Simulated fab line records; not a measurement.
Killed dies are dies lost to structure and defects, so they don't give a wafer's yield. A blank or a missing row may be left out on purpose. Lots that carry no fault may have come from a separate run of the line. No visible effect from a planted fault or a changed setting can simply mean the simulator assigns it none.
Matching of chambers || flow n5-finfet || rie-si-04 running N5_DUMMY_GATE_ETCH_23: 4 sister chambers
The step etches poly-Si in HBr/Cl2/O2, target depth 41 nm, time 22.3 s. 14 wafers are shown with their chamber, then 6 later ones without.

== WAFERS, EACH WITH ITS CHAMBER ==
{"wafer": "L074.2", "chamber": 0, "throttle-valve-pct (%)": 37.22, "drypump-motor-current-A (A)": 5.0, "oes-product-au (a.u.)": 1.011}
{"wafer": "L074.5", "chamber": 0, "throttle-valve-pct (%)": 37.22, "drypump-motor-current-A (A)": 5.0, "oes-product-au (a.u.)": 1.004}
{"wafer": "L074.6", "chamber": 3, "throttle-valve-pct (%)": 36.97, "drypump-motor-current-A (A)": 6.0, "oes-product-au (a.u.)": 1.015}
{"wafer": "L082.5", "chamber": 1, "throttle-valve-pct (%)": 37.13, "drypump-motor-current-A (A)": 5.4, "oes-product-au (a.u.)": 0.967}
{"wafer": "L082.6", "chamber": 2, "throttle-valve-pct (%)": 37.84, "drypump-motor-current-A (A)": 5.5, "oes-product-au (a.u.)": 0.980}
{"wafer": "L087.1", "chamber": 3, "throttle-valve-pct (%)": 36.97, "drypump-motor-current-A (A)": 6.0, "oes-product-au (a.u.)": 1.007}
{"wafer": "L087.4", "chamber": 0, "throttle-valve-pct (%)": 37.23, "drypump-motor-current-A (A)": 5.0, "oes-product-au (a.u.)": 1.006}
{"wafer": "L087.5", "chamber": 1, "throttle-valve-pct (%)": 37.12, "drypump-motor-current-A (A)": 5.4, "oes-product-au (a.u.)": 0.972}
{"wafer": "L090.2", "chamber": 0, "throttle-valve-pct (%)": 37.22, "drypump-motor-current-A (A)": 5.0, "oes-product-au (a.u.)": 1.014}
{"wafer": "L090.4", "chamber": 3, "throttle-valve-pct (%)": 36.97, "drypump-motor-current-A (A)": 6.0, "oes-product-au (a.u.)": 1.014}
{"wafer": "L090.6", "chamber": 1, "throttle-valve-pct (%)": 37.12, "drypump-motor-current-A (A)": 5.4, "oes-product-au (a.u.)": 0.979}
{"wafer": "L093.2", "chamber": 0, "throttle-valve-pct (%)": 37.23, "drypump-motor-current-A (A)": 5.0, "oes-product-au (a.u.)": 1.010}
{"wafer": "L093.4", "chamber": 1, "throttle-valve-pct (%)": 37.12, "drypump-motor-current-A (A)": 5.4, "oes-product-au (a.u.)": 0.976}
{"wafer": "L093.5", "chamber": 3, "throttle-valve-pct (%)": 36.97, "drypump-motor-current-A (A)": 6.1, "oes-product-au (a.u.)": 1.010}

SIGNATURES, as means of the wafers listed above
{"reading": "throttle-valve-pct", "chamber 0": 37.2240, "chamber 1": 37.1225, "chamber 2": 37.8400, "chamber 3": 36.9700, "scatter within a chamber": 0.00442}
{"reading": "drypump-motor-current-A", "chamber 0": 5.000, "chamber 1": 5.400, "chamber 2": 5.500, "chamber 3": 6.025, "scatter within a chamber": 0.0274}
{"reading": "oes-product-au", "chamber 0": 1.00900, "chamber 1": 0.97350, "chamber 2": 0.98000, "chamber 3": 1.01150, "scatter within a chamber": 0.00431}
Rule: a wafer lies at a distance from a chamber equal to the root of the sum of squares, over the readings, of (its reading less the chamber's mean, divided by the reading's scatter). If the next closest chamber is less than 2 further off than the closest, the wafer can't be placed; otherwise it belongs to the closest. The scatter is the square root of a quotient: the sum, over the shown wafers, of each reading's squared deviation from its chamber's mean, divided by wafers minus chambers.

== WAFERS WHOSE CHAMBER IS MISSING ==
{"wafer": "L096.2", "throttle-valve-pct (%)": 37.23, "drypump-motor-current-A (A)": 5.0, "oes-product-au (a.u.)": 1.016}
{"wafer": "L096.4", "throttle-valve-pct (%)": 37.84, "drypump-motor-current-A (A)": 5.5, "oes-product-au (a.u.)": 0.994}
{"wafer": "L096.6", "throttle-valve-pct (%)": 37.21, "drypump-motor-current-A (A)": 5.0, "oes-product-au (a.u.)": 1.010}
{"wafer": "L097.4", "throttle-valve-pct (%)": 37.22, "drypump-motor-current-A (A)": 5.0, "oes-product-au (a.u.)": 1.011}
{"wafer": "L097.5", "throttle-valve-pct (%)": 37.12, "drypump-motor-current-A (A)": 5.4, "oes-product-au (a.u.)": 0.977}
{"wafer": "L097.6", "throttle-valve-pct (%)": 37.85, "drypump-motor-current-A (A)": 5.5, "oes-product-au (a.u.)": 0.982}

== WHICH CHAMBER EACH ONE RAN IN ==
{"wafer": "L096.2", "from the rows above": 0, "in truth": 0}
{"wafer": "L096.4", "from the rows above": 2, "in truth": 2}
{"wafer": "L096.6", "from the rows above": 0, "in truth": 0}
{"wafer": "L097.4", "from the rows above": 0, "in truth": 0}
{"wafer": "L097.5", "from the rows above": 1, "in truth": 1}
{"wafer": "L097.6", "from the rows above": 2, "in truth": 2}
Correctly placed: 6 of 6. From these rows, 0 cannot be placed. Placed wrongly: 0.
